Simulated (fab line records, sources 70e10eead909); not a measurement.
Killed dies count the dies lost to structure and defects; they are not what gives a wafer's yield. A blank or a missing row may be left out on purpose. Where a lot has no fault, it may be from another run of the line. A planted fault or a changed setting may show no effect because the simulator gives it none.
The tool behind it: which one? + flow nandHarc + 72 wafers from 24 lots sampled at 6 of the route's 1302 steps

WHAT THE GAUGES READ, wafer by wafer
NHARC_P_M0_OVL_MEAS_10: pitch 180 nm.
| lot  | measured     | on         | overlayXNm (nm) | overlayYNm (nm) |
|------|--------------|------------|-----------------|-----------------|
| L074 | day 6 10:02  | overlay-01 | 1.2 1.1 1.7     | 1.0 0.4 0.3     |
| L076 | day 7 01:34  | overlay-02 | 1.5 0.9 1.1     | -0.2 -0.2 -0.4  |
| L075 | day 7 02:15  | overlay-02 | -0.7 -0.4 -0.9  | 1.7 0.7 0.9     |
| L077 | day 7 11:56  | overlay-01 | -0.4 -0.1 -0.4  | -1.0 -0.4 -1.1  |
| L078 | day 7 16:40  | overlay-01 | 0.5 0.2 1.0     | 0.2 0.2 0.7     |
| L079 | day 8 08:40  | overlay-01 | 1.8 1.6 2.1     | -1.7 -1.1 -1.1  |
| L080 | day 8 13:28  | overlay-02 | 0.7 0.8 0.9     | 1.3 1.2 1.6     |
| L081 | day 8 23:34  | overlay-01 | -0.2 -0.1 -0.4  | 0.2 0.6 0.7     |
| L082 | day 9 06:03  | overlay-02 | 1.5 1.6 1.4     | 1.0 0.9 1.0     |
| L083 | day 9 23:48  | overlay-02 | 1.1 0.8 0.4     | -0.7 -1.0 -0.4  |
| L084 | day 10 03:01 | overlay-02 | 0.4 0.5 0.3     | -0.2 -0.6 -0.5  |
| L085 | day 10 10:49 | overlay-02 | 0.1 0.4 0.2     | 0.6 -0.1 -0.5   |
| L086 | day 11 02:05 | overlay-01 | 1.3 1.4 1.0     | -1.4 -1.5 -1.3  |
| L087 | day 11 08:23 | overlay-01 | 2.2 2.1 2.4     | 0.9 0.4 0.4     |
| L088 | day 12 01:43 | overlay-02 | 0.6 0.6 -0.6    | 0.5 -0.1 0.2    |
| L089 | day 12 02:08 | overlay-01 | -0.3 -0.2 -0.5  | 0.2 0.4 0.2     |
| L090 | day 12 17:02 | overlay-02 | 0.5 0.8 0.4     | -0.1 -0.9 -0.6  |
| L091 | day 13 04:09 | overlay-01 | 0.5 0.9 0.7     | -1.3 -1.2 -0.7  |
| L092 | day 13 16:19 | overlay-02 | 0.9 0.5 1.5     | -1.0 -0.8 -1.1  |
| L093 | day 13 23:25 | overlay-02 | 0.3 0.2 0.1     | 0.8 1.7 0.9     |
| L094 | day 14 10:44 | overlay-01 | -0.7 -0.7 -0.5  | 1.2 0.3 0.7     |
| L095 | day 14 17:46 | overlay-01 | -0.5 -0.3 0.1   | -0.4 -0.3 -0.2  |
| L096 | day 15 06:53 | overlay-01 | -0.1 0.4 0.2    | 0.1 -0.9 -0.4   |
| L097 | day 15 13:35 | overlay-02 | -1.7 -1.5 -1.0  | 1.6 1.0 1.5     |

NHARC_P_M1_THK_MEAS_24: measures by xrf.
| lot  | measured     | on           | thkNm (nm)        |
|------|--------------|--------------|-------------------|
| L074 | day 6 16:35  | filmMetro-02 | 157.4 160.9 158.0 |
| L076 | day 7 08:12  | filmMetro-01 | 159.0 156.8 155.6 |
| L075 | day 7 08:53  | filmMetro-01 | 156.0 157.0 155.9 |
| L077 | day 7 18:37  | filmMetro-02 | 159.4 158.1 159.2 |
| L078 | day 7 23:15  | filmMetro-02 | 158.8 156.9 157.4 |
| L079 | day 8 15:23  | filmMetro-02 | 158.7 156.8 157.7 |
| L080 | day 8 19:55  | filmMetro-02 | 159.2 159.0 159.5 |
| L081 | day 9 06:08  | filmMetro-01 | 157.4 159.6 157.8 |
| L082 | day 9 13:35  | filmMetro-02 | 155.4 159.1 156.1 |
| L083 | day 10 06:23 | filmMetro-01 | 156.1 157.7 156.3 |
| L084 | day 10 09:31 | filmMetro-01 | 158.0 158.8 155.1 |
| L085 | day 10 17:22 | filmMetro-02 | 159.2 158.0 157.9 |
| L086 | day 11 08:39 | filmMetro-02 | 156.7 154.6 157.8 |
| L087 | day 11 15:08 | filmMetro-02 | 156.3 156.3 157.9 |
| L088 | day 12 08:58 | filmMetro-01 | 157.0 156.1 158.2 |
| L089 | day 12 09:04 | filmMetro-02 | 158.0 159.3 156.2 |
| L090 | day 13 00:02 | filmMetro-02 | 154.8 157.2 158.6 |
| L091 | day 13 10:36 | filmMetro-01 | 155.4 157.6 155.7 |
| L092 | day 13 22:53 | filmMetro-02 | 157.2 154.8 158.6 |
| L093 | day 14 06:08 | filmMetro-02 | 157.8 156.3 156.6 |
| L094 | day 14 17:19 | filmMetro-02 | 158.8 160.1 157.8 |
| L095 | day 15 00:20 | filmMetro-01 | 156.5 156.6 159.0 |
| L096 | day 15 13:20 | filmMetro-01 | 158.1 159.0 160.0 |
| L097 | day 15 20:47 | filmMetro-02 | 158.7 156.6 160.4 |

WHICH TOOL RAN EACH LOT (tool, then ch and the chambers of the sampled wafers, then the start)
| lot  | NHARC_P_CONTACT_DESCUM_17         | NHARC_P_CONTACT_CVD_23                  | NHARC_P_M0_ETCH_15                           | NHARC_P_M1_ETCH_35                |
|------|-----------------------------------|-----------------------------------------|----------------------------------------------|-----------------------------------|
| L074 | rieDiel-01 ch 1,2,3, day 6 06:00  | cvdW-02 ch 0,1, day 6 10:02 or earlier  | rieDiel-11 ch 0,2,3, day 6 14:14 or earlier  | rieDiel-03 ch 0,1,3, day 6 14:14  |
| L076 | rieDiel-07 ch 0,1,2, day 6 21:38  | cvdW-02 ch 0,1, day 7 01:34 or earlier  | rieDiel-02 ch 0,1,2, day 7 05:49 or earlier  | rieDiel-08 ch 0,2, day 7 05:49    |
| L075 | rieDiel-13 ch 1,2,3, day 6 22:12  | cvdW-01 ch 0,1, day 7 02:15 or earlier  | rieDiel-02 ch 0,1,3, day 7 06:33 or earlier  | rieDiel-03 ch 0,2,3, day 7 06:33  |
| L077 | rieDiel-13 ch 1,2,3, day 7 07:53  | cvdW-02 ch 0,1, day 7 11:56 or earlier  | rieDiel-02 ch 1,2,3, day 7 16:16 or earlier  | rieDiel-03 ch 1,2,3, day 7 16:16  |
| L078 | rieDiel-13 ch 2,3, day 7 12:42    | cvdW-01 ch 0,1, day 7 16:40 or earlier  | rieDiel-09 ch 0,3, day 7 20:55 or earlier    | rieDiel-06 ch 0,2,3, day 7 20:55  |
| L079 | rieDiel-01 ch 0,2, day 8 04:41    | cvdW-02 ch 0, day 8 08:40 or earlier    | rieDiel-11 ch 0,1,3, day 8 12:56 or earlier  | rieDiel-03 ch 2,3, day 8 12:56    |
| L080 | rieDiel-01 ch 1,2, day 8 09:17    | cvdW-01 ch 0,1, day 8 13:28 or earlier  | rieDiel-11 ch 0,2,3, day 8 17:35 or earlier  | rieDiel-06 ch 1,2,3, day 8 17:35  |
| L081 | rieDiel-01 ch 2,3, day 8 19:27    | cvdW-02 ch 0,1, day 8 23:34 or earlier  | rieDiel-11 ch 0,3, day 9 03:49 or earlier    | rieDiel-03 ch 0,1,3, day 9 03:49  |
| L082 | rieDiel-01 ch 0,1,2, day 9 02:08  | cvdW-02 ch 0,1, day 9 06:03 or earlier  | rieDiel-11 ch 0,2, day 9 11:16 or earlier    | rieDiel-06 ch 0,2,3, day 9 11:16  |
| L083 | rieDiel-13 ch 0,3, day 9 19:34    | cvdW-02 ch 0,1, day 9 23:48 or earlier  | rieDiel-11 ch 0,1, day 10 04:03 or earlier   | rieDiel-06 ch 2,3, day 10 04:03   |
| L084 | rieDiel-07 ch 0,3, day 9 22:56    | cvdW-01 ch 0,1, day 10 03:01 or earlier | rieDiel-11 ch 1,3, day 10 07:11 or earlier   | rieDiel-03 ch 1,2, day 10 07:11   |
| L085 | rieDiel-07 ch 0,2,3, day 10 06:46 | cvdW-02 ch 0,1, day 10 10:49 or earlier | rieDiel-09 ch 0,1,2, day 10 15:02 or earlier | rieDiel-03 ch 1,2, day 10 15:02   |
| L086 | rieDiel-01 ch 1,2, day 10 22:08   | cvdW-02 ch 0,1, day 11 02:05 or earlier | rieDiel-11 ch 2,3, day 11 06:19 or earlier   | rieDiel-03 ch 1,2,3, day 11 06:19 |
| L087 | rieDiel-01 ch 2,3, day 11 04:08   | cvdW-01 ch 0,1, day 11 08:23 or earlier | rieDiel-11 ch 0,2,3, day 11 12:48 or earlier | rieDiel-03 ch 0,1,3, day 11 12:48 |
| L088 | rieDiel-07 ch 0,1,2, day 11 21:31 | cvdW-01 ch 0,1, day 12 01:43 or earlier | rieDiel-02 ch 0,2, day 12 06:31 or earlier   | rieDiel-03 ch 0,1,2, day 12 06:31 |
| L089 | rieDiel-13 ch 1,2,3, day 11 22:03 | cvdW-02 ch 0,1, day 12 02:08 or earlier | rieDiel-02 ch 0,1,3, day 12 06:44 or earlier | rieDiel-08 ch 0,1,3, day 12 06:44 |
| L090 | rieDiel-01 ch 0,2,3, day 12 13:02 | cvdW-01 ch 0,1, day 12 17:02 or earlier | rieDiel-11 ch 1,2,3, day 12 21:17 or earlier | rieDiel-06 ch 0,1,2, day 12 21:17 |
| L091 | rieDiel-01 ch 0,1,3, day 13 00:13 | cvdW-02 ch 0,1, day 13 04:09 or earlier | rieDiel-11 ch 1,2,3, day 13 08:17 or earlier | rieDiel-03 ch 0,2,3, day 13 08:17 |
| L092 | rieDiel-01 ch 0,1,2, day 13 12:14 | cvdW-01 ch 0,1, day 13 16:19 or earlier | rieDiel-09 ch 1,2,3, day 13 20:34 or earlier | rieDiel-03 ch 1,2,3, day 13 20:34 |
| L093 | rieDiel-13 ch 0,3, day 13 19:19   | cvdW-01 ch 1, day 13 23:25 or earlier   | rieDiel-02 ch 1,2,3, day 14 03:38 or earlier | rieDiel-03 ch 1,2,3, day 14 03:38 |
| L094 | rieDiel-13 ch 1,2, day 14 06:48   | cvdW-01 ch 0,1, day 14 10:44 or earlier | rieDiel-11 ch 0,1,2, day 14 14:59 or earlier | rieDiel-03 ch 1,3, day 14 14:59   |
| L095 | rieDiel-07 ch 0,1,3, day 14 13:45 | cvdW-02 ch 0,1, day 14 17:46 or earlier | rieDiel-11 ch 1,2, day 14 22:01 or earlier   | rieDiel-03 ch 0,2,3, day 14 22:01 |
| L096 | rieDiel-01 ch 0,1,2, day 15 02:40 | cvdW-01 ch 0,1, day 15 06:53 or earlier | rieDiel-11 ch 0,1, day 15 10:59 or earlier   | rieDiel-06 ch 0,3, day 15 10:59   |
| L097 | rieDiel-01 ch 0,1,2, day 15 09:31 | cvdW-02 ch 0,1, day 15 13:35 or earlier | rieDiel-11 ch 1,2,3, day 15 18:28 or earlier | rieDiel-03 ch 0,1,2, day 15 18:28 |
- NHARC_P_CONTACT_DESCUM_17: chemistry O2, time 3 s.
- NHARC_P_CONTACT_CVD_23: deposits W, target thk 200 nm, time 557 s.
- NHARC_P_M0_ETCH_15: etches the open film in C4F8/Ar, target depth 150 nm, overetch 15 nm, time 82.5 s.
- NHARC_P_M1_ETCH_35: etches the open film in N2/H2, target depth 40 nm, overetch 12 nm, time 43.94 s.

AS READ BY THE TOOLS THEMSELVES (means over the sampled wafers that have a number; for cases with no such wafer, the mark the record gives instead)
NHARC_P_CONTACT_DESCUM_17.
| lot  | tool       | drypumpMotorCurrentA (A) | oesProductAu (a.u.) | rfVppV (V) | showerheadPlenumPTorr (Torr) | throttleValvePct (%) |
|------|------------|--------------------------|---------------------|------------|------------------------------|----------------------|
| L074 | rieDiel-01 | 5.8                      | 0.986               | 58.0       | 1.88                         | 11.313               |
| L076 | rieDiel-07 | 6.3                      | 0.991               | 58.0       | 1.92                         | 11.313               |
| L075 | rieDiel-13 | 5.6                      | 0.998               | 57.7       | 2.02                         | 11.306               |
| L077 | rieDiel-13 | 5.6                      | 1.001               | 58.7       | 2.02                         | 11.316               |
| L078 | rieDiel-13 | 6.1                      | 0.999               | 58.7       | 2.00                         | 11.313               |
| L079 | rieDiel-01 | 5.4                      | 1.001               | 58.3       | 1.92                         | 11.307               |
| L080 | rieDiel-01 | 5.6                      | 0.976               | 57.5       | 1.89                         | 11.314               |
| L081 | rieDiel-01 | 5.9                      | 0.993               | 58.2       | 1.85                         | 11.311               |
| L082 | rieDiel-01 | 5.5                      | 0.998               | 57.5       | 1.94                         | 11.314               |
| L083 | rieDiel-13 | 6.2                      | 0.996               | 57.8       | 1.97                         | 11.309               |
| L084 | rieDiel-07 | 6.2                      | 0.990               | 58.2       | 1.81                         | 11.312               |
| L085 | rieDiel-07 | 6.1                      | 0.983               | 56.8       | 1.84                         | 11.310               |
| L086 | rieDiel-01 | 5.7                      | 0.998               | 57.9       | 1.91                         | 11.303               |
| L087 | rieDiel-01 | 5.7                      | 0.986               | 58.1       | 1.86                         | 11.306               |
| L088 | rieDiel-07 | 6.2                      | 0.997               | 58.3       | 1.92                         | 11.305               |
| L089 | rieDiel-13 | 5.6                      | 1.006               | 57.7       | 2.01                         | 11.318               |
| L090 | rieDiel-01 | 5.6                      | 0.993               | 57.4       | 1.91                         | 11.314               |
| L091 | rieDiel-01 | 5.7                      | 0.999               | 57.7       | 1.93                         | 11.305               |
| L092 | rieDiel-01 | 5.5                      | 0.994               | 57.3       | 1.94                         | 11.316               |
| L093 | rieDiel-13 | 5.9                      | 0.994               | 58.4       | 1.94                         | 11.313               |
| L094 | rieDiel-13 | 5.1                      | 1.001               | 58.3       | 2.02                         | 11.320               |
| L095 | rieDiel-07 | 5.9                      | 0.996               | 57.8       | 1.89                         | 11.302               |
| L096 | rieDiel-01 | 5.5                      | 0.997               | 58.1       | 1.94                         | 11.311               |
| L097 | rieDiel-01 | 5.5                      | 0.997               | 58.1       | 1.94                         | 11.319               |

NHARC_P_CONTACT_CVD_23.
| lot  | tool    | heaterPowerW (W) | throttleValvePct (%) |
|------|---------|------------------|----------------------|
| L074 | cvdW-02 | 434              | 8.12                 |
| L076 | cvdW-02 | 440              | 7.87                 |
| L075 | cvdW-01 | 504              | 8.13                 |
| L077 | cvdW-02 | 451              | 7.82                 |
| L078 | cvdW-01 | 512              | 8.14                 |
| L079 | cvdW-02 | 481              | 7.62                 |
| L080 | cvdW-01 | 514              | 8.05                 |
| L081 | cvdW-02 | 456              | 7.83                 |
| L082 | cvdW-02 | 441              | 8.08                 |
| L083 | cvdW-02 | 431              | 7.91                 |
| L084 | cvdW-01 | 504              | 7.80                 |
| L085 | cvdW-02 | 455              | 7.89                 |
| L086 | cvdW-02 | 445              | 8.03                 |
| L087 | cvdW-01 | 491              | 7.83                 |
| L088 | cvdW-01 | 525              | 7.88                 |
| L089 | cvdW-02 | 436              | 8.11                 |
| L090 | cvdW-01 | 523              | 8.00                 |
| L091 | cvdW-02 | 445              | 7.96                 |
| L092 | cvdW-01 | 504              | 7.98                 |
| L093 | cvdW-01 | 545              | 7.92                 |
| L094 | cvdW-01 | 524              | 8.06                 |
| L095 | cvdW-02 | 442              | 7.96                 |
| L096 | cvdW-01 | 529              | 7.99                 |
| L097 | cvdW-02 | 429              | 8.02                 |

NHARC_P_M0_ETCH_15.
| lot  | tool       | oesProductAu (a.u.) | rfVppV (V) |
|------|------------|---------------------|------------|
| L074 | rieDiel-11 | 0.975               | 441        |
| L076 | rieDiel-02 | 0.979               | 444        |
| L075 | rieDiel-02 | 0.961               | 442        |
| L077 | rieDiel-02 | 0.915               | 442        |
| L078 | rieDiel-09 | 0.965               | 443        |
| L079 | rieDiel-11 | 0.966               | 439        |
| L080 | rieDiel-11 | 0.965               | 441        |
| L081 | rieDiel-11 | 0.978               | 440        |
| L082 | rieDiel-11 | 0.928               | 444        |
| L083 | rieDiel-11 | 0.970               | 440        |
| L084 | rieDiel-11 | 0.967               | 437        |
| L085 | rieDiel-09 | 0.920               | 441        |
| L086 | rieDiel-11 | 0.978               | 441        |
| L087 | rieDiel-11 | 0.964               | 441        |
| L088 | rieDiel-02 | 0.944               | 444        |
| L089 | rieDiel-02 | 0.935               | 442        |
| L090 | rieDiel-11 | 0.980               | 439        |
| L091 | rieDiel-11 | 0.968               | 439        |
| L092 | rieDiel-09 | 0.924               | 440        |
| L093 | rieDiel-02 | 0.967               | 441        |
| L094 | rieDiel-11 | 0.941               | 440        |
| L095 | rieDiel-11 | 0.951               | 439        |
| L096 | rieDiel-11 | 0.976               | 441        |
| L097 | rieDiel-11 | 0.938               | 439        |

NHARC_P_M1_ETCH_35.
| lot  | tool       | drypumpMotorCurrentA (A) | n2FlowSccm (sccm) | oesProductAu (a.u.) | rfVppV (V) | showerheadPlenumPTorr (Torr) | throttleValvePct (%) |
|------|------------|--------------------------|-------------------|---------------------|------------|------------------------------|----------------------|
| L074 | rieDiel-03 | 5.1                      | 150.2             | 1.007               | 428.6      | 2.02                         | 14.171               |
| L076 | rieDiel-08 | 5.6                      | 150.1             | 1.006               | 430.2      | 2.03                         | 14.174               |
| L075 | rieDiel-03 | 5.6                      | 150.0             | 0.993               | 431.5      | 2.07                         | 14.166               |
| L077 | rieDiel-03 | 5.5                      | 150.2             | 0.997               | 430.7      | 2.07                         | 14.163               |
| L078 | rieDiel-06 | 5.5                      | 149.5             | 1.002               | 431.0      | 2.06                         | 14.177               |
| L079 | rieDiel-03 | 5.5                      | 149.7             | 1.001               | 432.5      | 2.10                         | 14.160               |
| L080 | rieDiel-06 | 5.5                      | 149.7             | 0.994               | 431.5      | 2.08                         | 14.172               |
| L081 | rieDiel-03 | 5.1                      | 150.0             | 0.999               | 429.9      | 2.02                         | 14.172               |
| L082 | rieDiel-06 | 5.5                      | 149.8             | 1.006               | 430.4      | 2.06                         | 14.165               |
| L083 | rieDiel-06 | 5.6                      | 150.1             | 1.016               | 431.7      | 2.07                         | 14.175               |
| L084 | rieDiel-03 | 6.1                      | 150.1             | 1.001               | 432.4      | 2.09                         | 14.172               |
| L085 | rieDiel-03 | 5.5                      | 150.2             | 1.002               | 431.0      | 2.03                         | 14.173               |
| L086 | rieDiel-03 | 5.5                      | 150.7             | 0.997               | 431.3      | 2.06                         | 14.171               |
| L087 | rieDiel-03 | 5.1                      | 149.7             | 0.998               | 429.2      | 2.02                         | 14.173               |
| L088 | rieDiel-03 | 5.6                      | 150.2             | 1.007               | 430.5      | 2.04                         | 14.169               |
| L089 | rieDiel-08 | 5.3                      | 150.6             | 1.009               | 431.0      | 2.08                         | 14.170               |
| L090 | rieDiel-06 | 5.4                      | 149.6             | 1.002               | 431.0      | 2.07                         | 14.171               |
| L091 | rieDiel-03 | 5.6                      | 150.3             | 0.998               | 431.3      | 2.07                         | 14.177               |
| L092 | rieDiel-03 | 5.5                      | 149.7             | 0.995               | 431.3      | 2.06                         | 14.166               |
| L093 | rieDiel-03 | 5.5                      | 150.4             | 0.994               | 430.8      | 2.06                         | 14.182               |
| L094 | rieDiel-03 | 4.8                      | 150.2             | 1.000               | 428.8      | 2.01                         | 14.175               |
| L095 | rieDiel-03 | 5.6                      | 150.0             | 0.997               | 430.6      | 2.07                         | 14.178               |
| L096 | rieDiel-06 | 5.6                      | 150.1             | 0.998               | 433.2      | 2.13                         | 14.174               |
| L097 | rieDiel-03 | 5.7                      | 150.0             | 1.004               | 431.1      | 2.03                         | 14.164               |

THE ANSWER, worked out from the rows above alone
Rule: the usual values come from the lots themselves. The widest of any qualifying gaps counts: lots, ordered by their means at a reading, are off when they make up no more than a third of the lots, leave a main group of 4 or more, and stand apart from it by 3 or more times the standard deviation of that group's means. The tables above print the reading to a certain number of digits; a main group whose means all agree to those digits is not used. A lot without any number at a reading at which 4 lots or more have one is off too. The other lots that the step has rows for count as sound. After the gauges, taken in route order, come the tools' own readings; for these a lot's mean is taken, as printed above. At the first step where some lot is off, the reading lying furthest off is the one used; lots without a number count as furthest.
None of the lots is off at any reading shown; this tells nothing.

WHAT HAD BEEN PUT IN BY THE SIMULATOR
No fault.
